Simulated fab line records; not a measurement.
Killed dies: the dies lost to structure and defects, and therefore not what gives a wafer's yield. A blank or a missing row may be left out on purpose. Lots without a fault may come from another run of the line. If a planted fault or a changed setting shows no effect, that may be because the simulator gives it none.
fab line records ; flow nandHarc
record lots=5; wafers=15; lastDay=24
route steps=1159 shown P_M0@266 END@1159
lots that met no fault: from a run of the same line without faults
startH: hours from the record's first day to the start of the lot's first wafer shown ; waitH: time in hours since the lot's previous step ; " unchanged from the row above ; L1.1+2: a row that stands for several wafers ; - no value, or no start was given ; * or withheld: withheld ; < > ~ a bound
route shown NAME@n: names a module that has steps shown in the file, with the first one's number in the route ; usual: average and standard deviation across the fault-free wafers ; same: alike in all rows ; chamber/n: place in a boat ; sites: per-site readings ; _std_site: the standard deviation of these ; _edge_site: the outer-site mean with the inner-site mean subtracted ; radiusMm: how far each site lies from the wafer's centre ; mask NAME#n: copy n ; behind: tool/chamber where the wafer was last shaped ; hold: what put the lot on hold/how long, in hours/how the hold closed ; device: the transistor (n, p or np) that didn't switch ; end of line: the tests these same wafers got at the end of their route ; where a step has no rows: the recipe by itself ; killed: at the first sort, the dies lost to defects and structure; wafer yield is something else ; map: dies across one wafer; x = killed, . = not, _ = none there
set.NAME: the setting the step ran with; set.NAME@STEP: the setting that earlier step ran with ; model.NAME: the simulator's own value behind a step, which no gauge read
a table for each step, a row for each wafer; lots at some steps of the route
services: a tool's chamber out of use, with start hour (startH, from the record's first day; less than 0 if before it), hours out, and reason
## steps
# step NHARC_P_M0_DESCUM_14
# recipe timeS=3; o2FlowSccm=200; arFlowSccm=0; biasPowerW=0; chemistry=O2
# usual drypumpMotorCurrentA=5.62/0.28; oesProductAu=0.996/0.017; rfVppV=57.9/0.92; showerheadPlenumPTorr=1.93/0.094; throttleValvePct=11.311/0.0092
# same biasPowerW=0
lot.wafer;tool;chamber;startH;waitH;drypumpMotorCurrentA;oesProductAu;rfHoursCounterH;rfVppV;showerheadPlenumPTorr;throttleValvePct
L132.3;rieDiel-09;3;133.94;0.1;5.31;0.996;3;56.9;2.06;11.322
L132.1;rieDiel-09;2;133.94;0.1;5.68;0.983;4;58.7;1.86;11.301
L132.5;rieDiel-09;3;133.94;0.1;5.31;0.998;-;59.3;2.06;11.297
L131.4;rieDiel-01;3;136.78;0.1;5.80;0.992;12;58.4;1.91;11.311
L131.2;rieDiel-01;1;136.78;0.1;5.40;0.993;9;57.5;1.96;11.311
L131.5;rieDiel-01;2;136.78;0.1;6.02;0.972;-;59.6;2.03;11.326
L137.2;rieDiel-01;0;168.62;0.1;6.08;1.009;2;59.0;2.00;11.307
L137.5;rieDiel-01;2;168.62;0.1;5.99;0.982;-;59.6;2.03;11.313
L137.6;rieDiel-01;3;168.62;0.1;5.85;1.000;-;58.1;1.91;11.315
L143.2;rieDiel-09;2;206.92;0.1;5.73;0.983;9;57.2;1.86;11.309
L143.5;rieDiel-09;1;206.92;0.1;5.64;0.985;-;57.1;1.84;11.296
L143.6;rieDiel-09;2;206.92;0.1;5.72;0.965;-;56.3;1.86;11.313
L147.1;rieDiel-12;3;218.67;0.1;5.12;1.002;0;57.6;1.78;11.327
L147.3;rieDiel-12;2;218.67;0.1;5.52;0.981;0;57.2;1.86;11.315
L147.6;rieDiel-12;3;218.67;0.1;5.12;1.002;-;56.7;1.78;11.306
# step NHARC_P_M0_ETCH_34
# recipe targetDepthA=400; overetchA=120; timeS=43.94; ionEnergyEv=200; n2FlowSccm=150; h2FlowSccm=150; arFlowSccm=0; rfW=400; biasW=150; chemistry=N2/H2
# step NHARC_P_M0_ETCH_15
# recipe targetDepthA=1500; overetchA=150; timeS=82.5; c4f8FlowSccm=withheld; arFlowSccm=400; rfW=600; biasW=300; chemistry=C4F8/Ar
# step NHARC_P_M0_CD_MEAS_16
# usual cdNm=90.1/0.79
lot.wafer;tool;chamber;startH;waitH;cdNm
L132.1;cdSem-01;-;134.24;-;90.8
L132.3;cdSem-01;-;134.24;-;90.3
L132.5;cdSem-01;-;134.24;-;91.3
L131.2;cdSem-02;-;137.07;-;90.9
L131.4;cdSem-02;-;137.07;-;90.8
L131.5;cdSem-02;-;137.07;-;90.0
L137.2;cdSem-02;-;168.90;-;90.8
L137.5;cdSem-02;-;168.90;-;91.1
L137.6;cdSem-02;-;168.90;-;91.8
L143.2;cdSem-01;-;207.25;-;89.1
L143.5;cdSem-01;-;207.25;-;90.6
L143.6;cdSem-01;-;207.25;-;90.6
L147.1;cdSem-03;-;218.97;-;90.7
L147.3;cdSem-03;-;218.97;-;89.9
L147.6;cdSem-03;-;218.97;-;90.4
# step NHARC_P_M0_STRIP_18
# recipe powerW=1000; n2FlowSccm=150; h2FlowSccm=150; arFlowSccm=0; biasW=0; chemistry=N2/H2
# step NHARC_P_M0_STRIP_19
# recipe timeS=600; tempC=30; chemistry=postEtchResidueRemover
# step NHARC_P_M0_DEGAS_28
# recipe tempC=250; timeS=60
# usual heaterPowerW=345/44
lot.wafer;tool;chamber;startH;waitH;heaterPowerW
L132.1;pvdSputter-03;-;134.87;-;299
L132.3;pvdSputter-03;-;134.87;-;343
L132.5;pvdSputter-03;-;134.87;-;399
L131.4;pvdSputter-02;-;137.69;-;278
L131.2;pvdSputter-02;-;137.69;-;395
L131.5;pvdSputter-02;-;137.69;-;277
L137.2;pvdSputter-03;-;169.56;-;345
L137.6;pvdSputter-03;-;169.56;-;292
L137.5;pvdSputter-03;-;169.56;-;401
L143.2;pvdSputter-03;-;207.94;-;350
L143.5;pvdSputter-03;-;207.94;-;411
L143.6;pvdSputter-03;-;207.94;-;290
L147.3;pvdSputter-01;-;219.59;-;359
L147.1;pvdSputter-01;-;219.59;-;303
L147.6;pvdSputter-01;-;219.59;-;339
# step NHARC_P_M0_PRE_CLEAN_29
# recipe timeS=30; tempC=280; gas=H2/He
# usual heaterPowerW=423/55
lot.wafer;tool;chamber;startH;waitH;heaterPowerW
L132.3;pvdSputter-03;-;-;-;496
L132.1;pvdSputter-03;-;-;-;369
L132.5;pvdSputter-03;-;-;-;433
L131.4;pvdSputter-02;-;-;-;482
L131.2;pvdSputter-02;-;-;-;485
L131.5;pvdSputter-02;-;-;-;482
L137.2;pvdSputter-03;-;-;-;428
L137.5;pvdSputter-03;-;-;-;340
L137.6;pvdSputter-03;-;-;-;491
L143.2;pvdSputter-03;-;-;-;489
L143.6;pvdSputter-03;-;-;-;433
L143.5;pvdSputter-03;-;-;-;351
L147.3;pvdSputter-01;-;-;-;368
L147.1;pvdSputter-01;-;-;-;446
L147.6;pvdSputter-01;-;-;-;371
# step NHARC_P_M0_PVD_20
# recipe targetThkA=50; biasV=168.6; powerW=15000; chamberPressurePa=0.12; timeS=8.06; substrateTempC=50; material=TaN
# step NHARC_P_M0_PVD_21
# recipe targetThkA=300; chamberPressurePa=5; powerW=5000; substrateTempC=30; timeS=20.49; material=Cu
# usual cathodeDcPowerW=4999.9/0.96; throttleValvePct=30.3/1.1
lot.wafer;tool;chamber;startH;waitH;cathodeDcPowerW;throttleValvePct
L132.3;pvdSputter-03;-;-;-;5000.7;30.2
L132.1;pvdSputter-03;-;-;-;4999.8;29.7
L132.5;pvdSputter-03;-;-;-;4999.7;29.9
L131.4;pvdSputter-02;-;-;-;4999.7;29.1
L131.2;pvdSputter-02;-;-;-;4999.3;31.3
L131.5;pvdSputter-02;-;-;-;4998.4;31.5
L137.2;pvdSputter-03;-;-;-;4999.5;31.6
L137.6;pvdSputter-03;-;-;-;4999.6;30.0
L137.5;pvdSputter-03;-;-;-;5000.0;31.8
L143.2;pvdSputter-03;-;-;-;4999.8;30.0
L143.6;pvdSputter-03;-;-;-;5001.3;30.1
L143.5;pvdSputter-03;-;-;-;4998.3;30.1
L147.1;pvdSputter-01;-;-;-;4998.3;30.1
L147.3;pvdSputter-01;-;-;-;4999.4;30.7
L147.6;pvdSputter-01;-;-;-;5000.6;30.2
# step NHARC_P_M0_ECD_22
# recipe targetThkA=4000; bathTempC=25; material=Cu
# step NHARC_P_M0_ANNEAL_30
# recipe tempC=225; timeS=90
# usual wafer_temp_C_max=225.76/0.22
lot.wafer;tool;chamber;startH;waitH;wafer_temp_C_max
L132.1;rtpAnneal-02;0;135.62;-;225.81
L132.3;rtpAnneal-02;0;135.62;-;225.57
L132.5;rtpAnneal-02;0;135.62;-;225.76
L131.2;rtpAnneal-02;0;138.48;0.4;225.78
L131.4;rtpAnneal-02;0;138.48;0.4;225.59
L131.5;rtpAnneal-02;0;138.48;0.4;225.18
L137.2;rtpAnneal-02;0;170.32;0.3;225.59
L137.5;rtpAnneal-02;0;170.32;0.3;225.59
L137.6;rtpAnneal-02;0;170.32;0.3;225.76
L143.2;rtpAnneal-01;0;208.87;0.3;225.85
L143.5;rtpAnneal-01;0;208.87;0.3;225.90
L143.6;rtpAnneal-01;0;208.87;0.3;225.78
L147.1;rtpAnneal-02;0;220.32;-;225.79
L147.3;rtpAnneal-02;0;220.32;-;226.03
L147.6;rtpAnneal-02;0;220.32;-;225.77
# step NHARC_P_M0_CMP_23
# recipe tOverpolishS=20; targetThkNm=117.53
# usual motorCurrentA=12.1/0.81; slurryFlowMlMin=150.0/0.47; timeToEndpointS=28.7/2.6
lot.wafer;tool;chamber;startH;waitH;motorCurrentA;slurryFlowMlMin;timeToEndpointS
L132.3;cmp-04;0;135.99;-;12.5;149.4;30.7
L132.1;cmp-04;2;135.99;-;10.9;150.2;28.4
L132.5;cmp-04;3;135.99;-;13.4;150.8;29.2
L131.2;cmp-02;3;138.77;-;12.7;149.7;28.0
L131.4;cmp-02;0;138.77;-;12.6;150.3;30.8
L131.5;cmp-02;0;138.77;-;12.5;150.2;33.4
L137.2;cmp-04;0;170.70;-;12.3;150.0;37.2
L137.5;cmp-04;1;170.70;-;12.0;150.2;23.0
L137.6;cmp-04;2;170.70;-;11.2;149.8;31.3
L143.2;cmp-01;0;209.17;-;11.8;150.7;26.3
L143.5;cmp-01;0;209.17;-;12.0;150.1;27.9
L143.6;cmp-01;1;209.17;-;12.8;149.2;30.7
L147.1;cmp-01;2;220.69;-;12.6;150.4;26.7
L147.3;cmp-01;0;220.69;-;11.6;150.1;26.7
L147.6;cmp-01;2;220.69;-;11.3;150.2;25.1
# step NHARC_P_M0_SRD_25
# step NHARC_P_M0_INSPECT_27
# usual rawDefectCount=294/120
lot.wafer;tool;chamber;startH;waitH;rawDefectCount
L132.1;defectInspect-01;-;136.44;0.0;215
L132.3;defectInspect-01;-;136.44;0.0;170
L132.5;defectInspect-01;-;136.44;0.0;206
L131.2;defectInspect-01;-;139.24;0.0;289
L131.4;defectInspect-01;-;139.24;0.0;285
L131.5;defectInspect-01;-;139.24;0.0;327
L137.2;defectInspect-02;-;171.08;0.0;2473
L137.5;defectInspect-02;-;171.08;0.0;264
L137.6;defectInspect-02;-;171.08;0.0;432
L143.2;defectInspect-02;-;209.65;0.0;211
L143.5;defectInspect-02;-;209.65;0.0;470
L143.6;defectInspect-02;-;209.65;0.0;420
L147.1;defectInspect-01;-;221.16;0.0;246
L147.3;defectInspect-01;-;221.16;0.0;236
L147.6;defectInspect-01;-;221.16;0.0;186
# step NHARC_P_M0_PRE_CLEAN_31
# recipe timeS=12; tempC=370; rfPowerW=300; gas=NH3
# step NHARC_END_SORT_01
# recipe tempC=25
# usual defectLimitedYield=95.8/1.3; killedAtArray=24/8.7; killedAtOther=0.8/1.2; killedAtPeriphery=3.6/2.3; killedDies=28/8.9; killedOpen=3.2/1.9; killedShort=2.0/1.6; sort_bin_2_pct=1.3/0.57; sort_bin_3_pct=0.22/0.19; sort_bin_4_pct=2.7/0.89; sortNPass=649/8.9; sortRimYieldPct=95/3.1; sortYieldPct=95.8/1.3
# same grossDies=677; sort_bin_5_pct[%]=0; sort_bin_6_pct[%]=0; sort_bin_7_pct[%]=0; sort_bin_8_pct[%]=0; sortRimNGross=106.00
lot.wafer;tool;chamber;startH;waitH;defectLimitedYield[%];killedAtArray;killedAtOther;killedAtPeriphery;killedDies;killedOpen;killedShort;sort_bin_2_pct[%];sort_bin_3_pct[%];sort_bin_4_pct[%];sortNPass;sortRimYieldPct[%];sortYieldPct[%]
L137.2;prober-02;0;497.57;2.8;0;31;0;646;677;4;1;1.8;94.53;3.7;0;0;0
L137.5;prober-02;0;500.00;3.7;94.7;26;0;10;36;5;0;1.8;0;3.5;641;95;94.7
L137.6;prober-02;0;500.81;4.1;94.7;27;0;9;36;4;4;2.4;0.15;2.8;641;90;94.7
# killed by level:class
L137.2 P_M0:areaCmp=640 A_SLIT:chamberFilmFlake=11 A_CHANNEL_HOLE_D1:chamberFilmFlake=6 A_CONTACT:chamberFilmFlake=5 A_WL_FILL:chamberFilmFlake=4 P_ZERO_WELL:chamberFilmFlake=3 A_SGD_CUT:geometricParticle:open=2 P_M2:chamberFilmFlake=2
L137.5 A_SLIT:chamberFilmFlake=11 P_ZERO_WELL:chamberFilmFlake=4 P_M2:chamberFilmFlake=4 A_CHANNEL_HOLE_D1:chamberFilmFlake=4 A_WL_FILL:chamberFilmFlake=4 A_STAIRCASE:chamberFilmFlake=3 P_CONTACT:geometricParticle:open=1 P_M2:geometricParticle:open=1
L137.6 A_SLIT:chamberFilmFlake=11 A_CONTACT:chamberFilmFlake=4 A_CHANNEL_HOLE_D1:chamberFilmFlake=3 A_WL_FILL:chamberFilmFlake=3 P_CONTACT:geometricParticle:open=2 P_ZERO_WELL:chamberFilmFlake=2 P_M2:chamberFilmFlake=2 A_STAIRCASE:chamberFilmFlake=2
# map L137.2 (x killed, . not)
____________x____________
_________xxxxxxx_________
_______xxxxxxxxxxx_______
______xxxxxxxxxxxxx______
_____xxxxxxxxxxxxxxx_____
____xxxxxxxxxxxxxxxxx____
____xxxxxxxxxxxxxxxxx____
___xxxxxxxxxxxxxxxxxxx___
___xxxxxxxxxxxxxxxxxxx___
__xxxxxxxxxxxxxxxxxxxxx__
__xxxxxxxxxxxxxxxxxxxxx__
_xxxxxxxxxxxxxxxxxxxxxxx_
_xxxxxxxxxxxxxxxxxxxxxxx_
_xxxxxxxxxxxxxxxxxxxxxxx_
_xxxxxxxxxxxxxxxxxxxxxxx_
_xxxxxxxxxxxxxxxxxxxxxxx_
xxxxxxxxxxxxxxxxxxxxxxxxx
xxxxxxxxxxxxxxxxxxxxxxxxx
xxxxxxxxxxxxxxxxxxxxxxxxx
xxxxxxxxxxxxxxxxxxxxxxxxx
xxxxxxxxxxxxxxxxxxxxxxxxx
_xxxxxxxxxxxxxxxxxxxxxxx_
_xxxxxxxxxxxxxxxxxxxxxxx_
_xxxxxxxxxxxxxxxxxxxxxxx_
_xxxxxxxxxxxxxxxxxxxxxxx_
_xxxxxxxxxxxxxxxxxxxxxxx_
__xxxxxxxxxxxxxxxxxxxxx__
__xxxxxxxxxxxxxxxxxxxxx__
___xxxxxxxxxxxxxxxxxxx___
___xxxxxxxxxxxxxxxxxxx___
____xxxxxxxxxxxxxxxxx____
____xxxxxxxxxxxxxxxxx____
_____xxxxxxxxxxxxxxx_____
______xxxxxxxxxxxxx______
_______xxxxxxxxxxx_______
_________xxxxxxx_________
____________x____________
# map L132.5 (x killed, . not)
____________.____________
_________.x....._________
_______...xx......_______
______..xx..x......______
_____.....x........._____
____...x.xxx.........____
____......xxx........____
___......x............___
___...................___
__.........x...........__
__............xx.......__
_...........x..x........_
_........x.....x........_
_............xxx........_
_...........x....x......_
_............x....x....._
.........x....x...x......
.........................
x...............x........
.........................
.........................
_......................._
_......................._
_......................._
_......................._
_......x................_
__.....................__
__.....................__
___.............x.....___
___...................___
____...x..x..........____
____.................____
_____..............._____
______.............______
_______..........._______
_________......._________
____________.____________
## services
tool;chamber;startH;hours;kind
rieDiel-09;0;110.60;-;clean
rieDiel-09;1;110.60;-;clean
pvdSputter-01;-;118.21;63.5;repair
cmp-02;-;128.50;4.0;pm
rieDiel-01;-;137.82;9.0;pm
rieDiel-12;-;144.09;0.6;repair
rieDiel-01;2;148.38;8.2;repair
cmp-02;-;156.54;1.3;repair
rieDiel-09;2;164.67;4.8;repair
pvdSputter-01;-;181.74;10.0;pm
cmp-02;-;183.24;0.3;repair
cmp-04;-;184.15;0.4;repair
rieDiel-01;-;184.53;0.7;repair
cmp-04;-;185.30;0.8;repair
rieDiel-09;-;186.22;0.4;repair
cmp-01;-;186.28;4.0;pm
cmp-01;-;192.63;0.6;repair
pvdSputter-01;-;199.24;6.4;repair
rieDiel-12;-;202.41;9.0;pm
cmp-04;-;203.07;4.0;pm
cmp-02;-;213.32;2.1;repair
cmp-02;-;215.55;0.4;repair
pvdSputter-02;-;217.21;10.0;pm
cmp-02;-;220.39;1.6;repair
## key
firstSign step=NHARC_P_M0_INSPECT_27; reading=rawDefectCount; direction=up; sigmas=18; usual=294; struck=2473
effect step=NHARC_END_SORT_01; reading=sort_bin_3_pct; direction=up; sigmas=99+; usual=0.22; struck=94.53
moreKillsBornAt NHARC_P_M0_CMP_23@cmp-04=640
metAt NHARC_P_M0_CMP_23
struckWafers L137.2
laterRowsLeftOut L137.2
onsetBetween 135.99 170.70
fault kind=processParameterDrift; tool=cmp-04; chamber=0; onsetH=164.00; steps=NHARC_P_M0_CMP_23; channel=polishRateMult; offset=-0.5; shape=step; endH=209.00
# laterRowsLeftOut: the simulator's readings of these wafers behind a module that went badly wrong aren't trusted and aren't shown, but for the sort
